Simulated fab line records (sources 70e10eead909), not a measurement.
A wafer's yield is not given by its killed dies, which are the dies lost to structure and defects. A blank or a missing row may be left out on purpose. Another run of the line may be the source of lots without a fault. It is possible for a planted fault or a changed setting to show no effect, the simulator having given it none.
Which tool is to blame?	flow nand-harc	72 wafers from 24 lots sampled at 6 of the route's 1302 steps

== WHAT THE GAUGES READ, wafer by wafer ==
No reading from a measuring or inspecting step in the record can be judged against a usual standard deviation.

== TOOL THAT RAN EACH LOT (tool first, then ch and the chambers of the sampled wafers, then the start) ==
lot	NHARC_A_STAIRCASE_TRIM_24	NHARC_A_STAIRCASE_STRIP_205	NHARC_A_STAIRCASE_STRIP_254	NHARC_A_STAIRCASE_HM_OPEN_457	NHARC_A_STAIRCASE_DEP_280	NHARC_A_STAIRCASE_ETCH_313
L074	rie-diel-10 ch 1,2, day 16 06:40 or earlier	plasma-asher-02 ch 0,1, day 16 06:40	plasma-asher-02 ch 0,1, day 16 13:13	rie-diel-02 ch 0,1,3, day 17 00:13 or earlier	pecvd-04 ch 1,2, day 17 00:13	rie-diel-10 ch 0,3, day 17 06:46
L075	rie-diel-10 ch 0,3, day 16 10:41 or earlier	plasma-asher-02 ch 0,1, day 16 10:41	plasma-asher-02 ch 0,1, day 16 16:16	rie-diel-02 ch 0,3, day 17 04:48 or earlier	pecvd-02 ch 1,2, day 17 04:48	rie-diel-10 ch 0,1,2, day 17 14:05
L076	rie-diel-02 ch 0,2, day 16 20:59	plasma-asher-02 ch 0,1, day 17 03:20	plasma-asher-02 ch 0,1, day 17 08:39	rie-diel-01 ch 1,2,3, day 17 19:00 or earlier	pecvd-01 ch 1,2, day 17 19:00	rie-diel-10 ch 0,1,3, day 18 02:01
L078	rie-diel-01 ch 1,2, day 17 12:26 or earlier	plasma-asher-02 ch 0,1, day 17 12:26	plasma-asher-02 ch 1, day 17 18:24	rie-diel-10 ch 1,2,3, day 18 03:57 or earlier	pecvd-01 ch 1,2, day 18 03:57	rie-diel-02 ch 2,3, day 18 10:09
L077	rie-diel-02 ch 1,2,3, day 17 14:02 or earlier	plasma-asher-01 ch 0,1, day 17 14:02	plasma-asher-01 ch 0,1, day 17 19:34	rie-diel-01 ch 0,2,3, day 18 06:03 or earlier	pecvd-01 ch 0,2, day 18 06:03	rie-diel-10 ch 0,2, day 18 13:11
L079	rie-diel-01 ch 0,1,2, day 18 09:41 or earlier	plasma-asher-02 ch 0,1, day 18 09:41	plasma-asher-01 ch 0,1, day 18 15:41	rie-diel-01 ch 0,1,3, day 19 00:27 or earlier	pecvd-01 ch 0,1,2, day 19 00:27	rie-diel-01 ch 0,2,3, day 19 10:55
L080	rie-diel-01 ch 0,1,2, day 18 13:02 or earlier	plasma-asher-01 ch 0,1, day 18 13:02	plasma-asher-01 ch 0,1, day 18 18:26	rie-diel-01 ch 1,2, day 19 09:13 or earlier	pecvd-01 ch 0,1,2, day 19 09:13	rie-diel-02 ch 0,1,2, day 19 15:59
L081	rie-diel-02 ch 0,1, day 18 23:44 or earlier	plasma-asher-01 ch 0,1, day 18 23:44	plasma-asher-02 ch 0,1, day 19 05:37	rie-diel-02 ch 1,2, day 19 16:56 or earlier	pecvd-01 ch 0,1,2, day 19 16:56	rie-diel-01 ch 0,2, day 19 23:32
L083	rie-diel-10 ch 0,1,3, day 19 13:37 or earlier	plasma-asher-01 ch 0,1, day 19 13:37	plasma-asher-01 ch 0,1, day 19 18:52	rie-diel-02 ch 0,2,3, day 20 04:05 or earlier	pecvd-02 ch 0,1, day 20 04:05	rie-diel-10 ch 0,3, day 20 12:15
L082	rie-diel-10 ch 0,1,2, day 19 17:46 or earlier	plasma-asher-01 ch 0, day 19 17:46	plasma-asher-01 ch 0,1, day 19 23:31	rie-diel-01 ch 0,1,2, day 20 09:05 or earlier	pecvd-04 ch 0,1, day 20 09:05	rie-diel-01 ch 1,2,3, day 20 16:08
L084	rie-diel-02 ch 0,1,2, day 20 08:43 or earlier	plasma-asher-01 ch 0,1, day 20 08:43	plasma-asher-02 ch 0,1, day 20 16:09	rie-diel-10 ch 0,2, day 21 00:45 or earlier	pecvd-01 ch 0,1,2, day 21 00:45	rie-diel-01 ch 0,1,2, day 21 07:16
L085	rie-diel-01 ch 1,2, day 20 18:05 or earlier	plasma-asher-01 ch 0,1, day 20 18:05	plasma-asher-02 ch 0,1, day 20 23:28	rie-diel-01 ch 1,2,3, day 21 08:29 or earlier	pecvd-04 ch 0,1,2, day 21 08:29	rie-diel-01 ch 0,1,3, day 21 14:43
L086	rie-diel-10 ch 0,1,2, day 21 03:37 or earlier	plasma-asher-02 ch 0,1, day 21 03:37	plasma-asher-01 ch 0,1, day 21 09:04	rie-diel-02 ch 0,2,3, day 21 18:32 or earlier	pecvd-04 ch 0,1, day 21 18:32	rie-diel-01 ch 1,2,3, day 22 00:55
L087	rie-diel-01 ch 0,1,3, day 21 04:05 or earlier	plasma-asher-01 ch 0,1, day 21 04:05	plasma-asher-02 ch 0,1, day 21 09:30	rie-diel-02 ch 1,2,3, day 21 20:22 or earlier	pecvd-02 ch 1,2, day 21 20:22	rie-diel-10 ch 0,3, day 22 02:54
L089	rie-diel-01 ch 0,3, day 22 00:41 or earlier	plasma-asher-01 ch 0,1, day 22 00:41	plasma-asher-02 ch 0,1, day 22 06:01	rie-diel-01 ch 1,2,3, day 22 14:32 or earlier	pecvd-04 ch 0,1,2, day 22 14:32	rie-diel-02 ch 0,2,3, day 22 23:19
L088	rie-diel-02 ch 0,1,3, day 22 02:40 or earlier	plasma-asher-02 ch 0,1, day 22 02:40	plasma-asher-01 ch 0,1, day 22 07:55	rie-diel-01 ch 0,2,3, day 22 22:00 or earlier	pecvd-02 ch 0,2, day 22 22:00	rie-diel-02 ch 0,1,3, day 23 04:02
L091	rie-diel-10 ch 0,1, day 22 23:59 or earlier	plasma-asher-02 ch 0,1, day 22 23:59	plasma-asher-02 ch 0,1, day 23 05:28	rie-diel-10 ch 0,1,2, day 23 14:38 or earlier	pecvd-01 ch 1,2, day 23 14:38	rie-diel-02 ch 0,3, day 23 20:52
L090	rie-diel-02 ch 0,2,3, day 23 00:41 or earlier	plasma-asher-02 ch 0,1, day 23 00:41	plasma-asher-01 ch 0,1, day 23 06:19	rie-diel-01 ch 0,1,3, day 23 16:05 or earlier	pecvd-04 ch 0,1,2, day 23 16:05	rie-diel-01 ch 1,3, day 24 02:53
L093	rie-diel-01 ch 1,2,3, day 23 15:26 or earlier	plasma-asher-02 ch 0,1, day 23 15:26	plasma-asher-01 ch 0,1, day 23 23:04	rie-diel-10 ch 0,1,2, day 24 16:35 or earlier	pecvd-04 ch 0,1, day 24 16:35	rie-diel-01 ch 0,1, day 25 01:26
L092	rie-diel-02 ch 0,1,2, day 23 15:19 or earlier	plasma-asher-01 ch 0,1, day 23 15:19	plasma-asher-02 ch 0,1, day 23 22:04	rie-diel-02 ch 0,1, day 24 14:29 or earlier	pecvd-01 ch 0,2, day 24 14:29	rie-diel-10 ch 0,1, day 25 00:20
L095	rie-diel-10 ch 0,1,2, day 24 19:50 or earlier	plasma-asher-02 ch 0,1, day 24 19:50	plasma-asher-02 ch 0,1, day 25 02:22	rie-diel-01 ch 0,1,2, day 25 16:19 or earlier	pecvd-01 ch 0,1,2, day 25 16:19	rie-diel-02 ch 0,1,3, day 25 23:21
L094	rie-diel-02 ch 0,1, day 24 20:10 or earlier	plasma-asher-01 ch 0,1, day 24 20:10	plasma-asher-01 ch 0,1, day 25 01:55	rie-diel-01 ch 2,3, day 25 15:27 or earlier	pecvd-01 ch 1,2, day 25 15:27	rie-diel-01 ch 0,1, day 25 21:27
L097	rie-diel-10 ch 2,3, day 25 06:39 or earlier	plasma-asher-01 ch 0,1, day 25 06:39	plasma-asher-02 ch 0,1, day 25 12:38	rie-diel-01 ch 1,3, day 26 00:46 or earlier	pecvd-04 ch 0,1, day 26 00:46	rie-diel-01 ch 1,2, day 26 07:11
L096	rie-diel-10 ch 0,2,3, day 25 06:42 or earlier	plasma-asher-02 ch 0,1, day 25 06:42	plasma-asher-01 ch 0,1, day 25 12:15	rie-diel-02 ch 0,1, day 26 00:10 or earlier	pecvd-04 ch 0,1, day 26 00:10	rie-diel-02 ch 0,3, day 26 06:48
- NHARC_A_STAIRCASE_TRIM_24: chemistry O2, time 211.2 s.
- NHARC_A_STAIRCASE_STRIP_205: strips in O2.
- NHARC_A_STAIRCASE_STRIP_254: strips in O2.
- NHARC_A_STAIRCASE_HM_OPEN_457: chemistry O2/COS.
- NHARC_A_STAIRCASE_DEP_280: deposits SiON, target thk 30 nm.
- NHARC_A_STAIRCASE_ETCH_313: etches the open film in CF4/CHF3.

== AS READ BY THE TOOLS THEMSELVES (means over the sampled wafers that have a number; for cases with no such wafer, the mark the record gives instead) ==
NHARC_A_STAIRCASE_TRIM_24. Usual: drypump-motor-current-A 5.8 A, standard deviation 0.38; oes-product-au 1.008 a.u., standard deviation 0.013; rf-vpp-V 58.0 V, standard deviation 0.91; showerhead-plenum-p-Torr 3.60 Torr, standard deviation 0.15; throttle-valve-pct 17.036 %, standard deviation 0.0092.
lot	tool	drypump-motor-current-A (A)	oes-product-au (a.u.)	rf-vpp-V (V)	showerhead-plenum-p-Torr (Torr)	throttle-valve-pct (%)	flag
L074	rie-diel-10	5.7	1.025	57.2	3.47	17.030	
L075	rie-diel-10	5.6	1.013	58.0	3.74	17.039	
L076	rie-diel-02	6.1	1.006	57.4	3.41	17.032	
L078	rie-diel-01	6.1	1.005	57.6	3.58	17.037	
L077	rie-diel-02	5.9	1.006	58.4	3.55	17.034	
L079	rie-diel-01	5.6	0.998	57.9	3.59	17.039	
L080	rie-diel-01	5.6	1.000	58.5	3.59	17.038	
L081	rie-diel-02	6.2	1.016	57.7	3.46	17.046	
L083	rie-diel-10	5.7	1.011	58.6	3.65	17.035	
L082	rie-diel-10	5.5	1.013	58.2	3.71	17.031	
L084	rie-diel-02	6.2	1.003	57.7	3.43	17.032	
L085	rie-diel-01	6.0	0.996	58.3	3.66	17.019	
L086	rie-diel-10	5.6	1.010	58.0	3.70	17.036	
L087	rie-diel-01	5.5	1.002	57.3	3.57	17.041	
L089	rie-diel-01	5.3	1.012	58.7	3.66	17.031	
L088	rie-diel-02	6.0	1.012	57.9	3.57	17.034	
L091	rie-diel-10	5.7	1.025	57.9	3.61	17.027	
L090	rie-diel-02	5.9	1.004	57.7	3.50	17.024	
L093	rie-diel-01	5.9	1.003	58.8	3.64	17.036	
L092	rie-diel-02	6.2	1.016	57.7	3.42	17.032	
L095	rie-diel-10	5.6	1.028	57.8	3.69	17.039	
L094	rie-diel-02	6.2	1.017	56.4	3.48	17.036	
L097	rie-diel-10	5.7	1.007	57.6	3.67	17.026	
L096	rie-diel-10	5.6	1.014	58.9	3.71	17.049	

NHARC_A_STAIRCASE_STRIP_205. Usual: drypump-motor-current-A 5.6 A, standard deviation 0.67; heater-power-w 305 W, standard deviation 25; temp-c 249.99 C, standard deviation 0.19.
lot	tool	drypump-motor-current-A (A)	heater-power-w (W)	temp-c (C)	flag
L074	plasma-asher-02	6.2	304	250.03	
L075	plasma-asher-02	6.3	299	250.02	
L076	plasma-asher-02	6.3	299	250.11	
L078	plasma-asher-02	6.3	298	250.00	
L077	plasma-asher-01	5.1	303	250.05	
L079	plasma-asher-02	6.3	301	249.72	
L080	plasma-asher-01	4.9	326	249.81	
L081	plasma-asher-01	5.1	311	249.95	
L083	plasma-asher-01	4.9	321	250.13	
L082	plasma-asher-01	5.3	290	250.05	
L084	plasma-asher-01	4.9	315	249.97	
L085	plasma-asher-01	4.9	320	250.21	
L086	plasma-asher-02	6.3	285	249.86	
L087	plasma-asher-01	4.9	319	249.93	
L089	plasma-asher-01	5.1	310	250.23	
L088	plasma-asher-02	6.3	286	249.97	
L091	plasma-asher-02	6.3	283	249.89	
L090	plasma-asher-02	6.3	291	250.13	
L093	plasma-asher-02	6.3	283	249.77	
L092	plasma-asher-01	5.1	310	250.11	
L095	plasma-asher-02	6.2	293	250.03	
L094	plasma-asher-01	5.1	311	250.13	
L097	plasma-asher-01	4.9	334	249.73	
L096	plasma-asher-02	6.3	292	249.98	

NHARC_A_STAIRCASE_STRIP_254. Usual: drypump-motor-current-A 5.7 A, standard deviation 0.67; heater-power-w 304 W, standard deviation 26; temp-c 249.97 C, standard deviation 0.16.
lot	tool	drypump-motor-current-A (A)	heater-power-w (W)	temp-c (C)	flag
L074	plasma-asher-02	6.3	300	249.95	
L075	plasma-asher-02	6.2	313	250.00	
L076	plasma-asher-02	6.3	302	250.13	
L078	plasma-asher-02	6.3	295	249.90	
L077	plasma-asher-01	5.1	304	249.80	
L079	plasma-asher-01	4.9	319	249.84	
L080	plasma-asher-01	5.1	310	250.10	
L081	plasma-asher-02	6.3	285	249.92	
L083	plasma-asher-01	4.9	320	249.82	
L082	plasma-asher-01	5.1	303	249.86	
L084	plasma-asher-02	6.3	278	249.97	
L085	plasma-asher-02	6.3	291	250.02	
L086	plasma-asher-01	5.1	306	249.96	
L087	plasma-asher-02	6.3	297	250.17	
L089	plasma-asher-02	6.3	283	250.18	
L088	plasma-asher-01	4.9	318	249.93	
L091	plasma-asher-02	6.3	287	249.91	
L090	plasma-asher-01	4.9	333	249.94	
L093	plasma-asher-01	5.1	312	249.88	
L092	plasma-asher-02	6.2	295	249.98	
L095	plasma-asher-02	6.3	286	250.06	
L094	plasma-asher-01	4.9	337	250.10	
L097	plasma-asher-02	6.3	292	250.10	
L096	plasma-asher-01	4.9	334	249.89	

NHARC_A_STAIRCASE_HM_OPEN_457. Usual: drypump-motor-current-A 5.8 A, standard deviation 0.41; oes-product-au 1.004 a.u., standard deviation 0.011; rf-vpp-V 468.3 V, standard deviation 3; showerhead-plenum-p-Torr 3.18 Torr, standard deviation 0.14; throttle-valve-pct 28.330 %, standard deviation 0.0091.
lot	tool	drypump-motor-current-A (A)	oes-product-au (a.u.)	rf-vpp-V (V)	showerhead-plenum-p-Torr (Torr)	throttle-valve-pct (%)	flag
L074	rie-diel-02	6.0	1.001	467.9	3.17	28.330	
L075	rie-diel-02	5.9	0.995	468.0	3.14	28.336	
L076	rie-diel-01	5.9	1.000	469.4	3.24	28.329	
L078	rie-diel-10	5.7	1.012	466.3	3.08	28.330	
L077	rie-diel-01	5.4	1.007	470.6	3.26	28.330	
L079	rie-diel-01	5.5	1.014	468.0	3.17	28.338	
L080	rie-diel-01	6.0	0.992	468.7	3.16	28.330	
L081	rie-diel-02	6.2	1.009	466.9	3.07	28.339	
L083	rie-diel-02	5.9	1.003	466.0	3.11	28.332	
L082	rie-diel-01	5.6	1.005	468.7	3.17	28.327	
L084	rie-diel-10	5.4	1.013	472.6	3.36	28.319	
L085	rie-diel-01	5.9	1.006	469.2	3.23	28.318	
L086	rie-diel-02	5.9	1.001	466.5	3.10	28.333	
L087	rie-diel-02	5.9	1.004	466.7	3.13	28.336	
L089	rie-diel-01	5.9	0.996	469.4	3.23	28.338	
L088	rie-diel-01	5.4	1.013	470.7	3.24	28.335	
L091	rie-diel-10	5.5	1.015	469.5	3.27	28.334	
L090	rie-diel-01	5.5	1.014	467.0	3.15	28.331	
L093	rie-diel-10	5.6	1.012	469.6	3.26	28.332	
L092	rie-diel-02	6.1	1.011	465.4	3.05	28.334	
L095	rie-diel-01	5.6	0.996	468.4	3.15	28.327	
L094	rie-diel-01	5.8	0.985	471.0	3.30	28.331	
L097	rie-diel-01	5.8	1.005	468.9	3.20	28.324	
L096	rie-diel-02	6.2	1.001	466.0	3.04	28.324	

NHARC_A_STAIRCASE_DEP_280. Usual: heater-power-w at 733 W, with a standard deviation of 120.
lot	tool	heater-power-w (W)	flag
L074	pecvd-04	783	
L075	pecvd-02	735	
L076	pecvd-01	745	
L078	pecvd-01	728	
L077	pecvd-01	771	
L079	pecvd-01	728	
L080	pecvd-01	805	
L081	pecvd-01	689	
L083	pecvd-02	748	
L082	pecvd-04	578	
L084	pecvd-01	759	
L085	pecvd-04	677	
L086	pecvd-04	597	
L087	pecvd-02	658	
L089	pecvd-04	669	
L088	pecvd-02	786	
L091	pecvd-01	692	
L090	pecvd-04	643	
L093	pecvd-04	556	
L092	pecvd-01	760	
L095	pecvd-01	769	
L094	pecvd-01	704	
L097	pecvd-04	617	
L096	pecvd-04	649	

NHARC_A_STAIRCASE_ETCH_313. Usual: drypump-motor-current-A 5.7 A, standard deviation 0.43; oes-product-au 0.937 a.u., standard deviation 0.017; rf-vpp-V 371.5 V, standard deviation 2.6; showerhead-plenum-p-Torr 1.60 Torr, standard deviation 0.073; throttle-valve-pct 16.803 %, standard deviation 0.0094.
lot	tool	drypump-motor-current-A (A)	oes-product-au (a.u.)	rf-vpp-V (V)	showerhead-plenum-p-Torr (Torr)	throttle-valve-pct (%)	flag
L074	rie-diel-10	5.6	0.932	374.1	1.67	16.799	
L075	rie-diel-10	5.5	0.938	371.1	1.58	16.803	
L076	rie-diel-10	5.7	0.932	371.9	1.63	16.808	
L078	rie-diel-02	5.7	0.962	372.0	1.62	16.805	
L077	rie-diel-10	5.4	0.930	369.1	1.54	16.799	
L079	rie-diel-01	5.4	0.933	373.2	1.64	16.807	
L080	rie-diel-02	6.1	0.941	368.7	1.53	16.808	
L081	rie-diel-01	5.1	0.934	371.3	1.61	16.801	
L083	rie-diel-10	5.8	0.929	373.3	1.64	16.800	
L082	rie-diel-01	5.9	0.920	373.3	1.63	16.805	
L084	rie-diel-01	5.6	0.929	371.5	1.60	16.813	
L085	rie-diel-01	5.5	0.922	371.8	1.59	16.807	
L086	rie-diel-01	5.8	0.924	372.5	1.62	16.810	
L087	rie-diel-10	5.7	0.926	372.5	1.64	16.800	
L089	rie-diel-02	5.9	0.929	370.6	1.56	16.798	
L088	rie-diel-02	5.9	0.926	371.5	1.59	16.799	
L091	rie-diel-02	5.9	0.959	370.6	1.57	16.811	
L090	rie-diel-01	5.9	0.929	371.2	1.58	16.811	
L093	rie-diel-01	5.2	0.955	370.5	1.55	16.802	
L092	rie-diel-10	5.5	0.944	373.3	1.64	16.806	
L095	rie-diel-02	5.9	0.977	371.6	1.58	16.797	
L094	rie-diel-01	5.2	0.932	370.5	1.55	16.807	
L097	rie-diel-01	6.0	0.934	370.6	1.57	16.806	
L096	rie-diel-02	5.7	0.921	372.4	1.62	16.797	

== THE ANSWER, worked out from the rows above alone ==
Rule: lot off if the mean of its wafers having a number is beyond 3 standard deviations from the usual mean. A lot without any number at a reading at which 4 lots or more have one is off too. Where the step has rows for the other lots, those lots are counted as sound. First the gauges in route order, then the tools' own readings, where a lot's mean is used as printed above. At the first step where some lot is off, the reading lying furthest off is the one used; lots without a number count as furthest.
Across all readings shown, no lot is off: no conclusion can be drawn from this.

== WHAT THE SIMULATOR PUT IN ==
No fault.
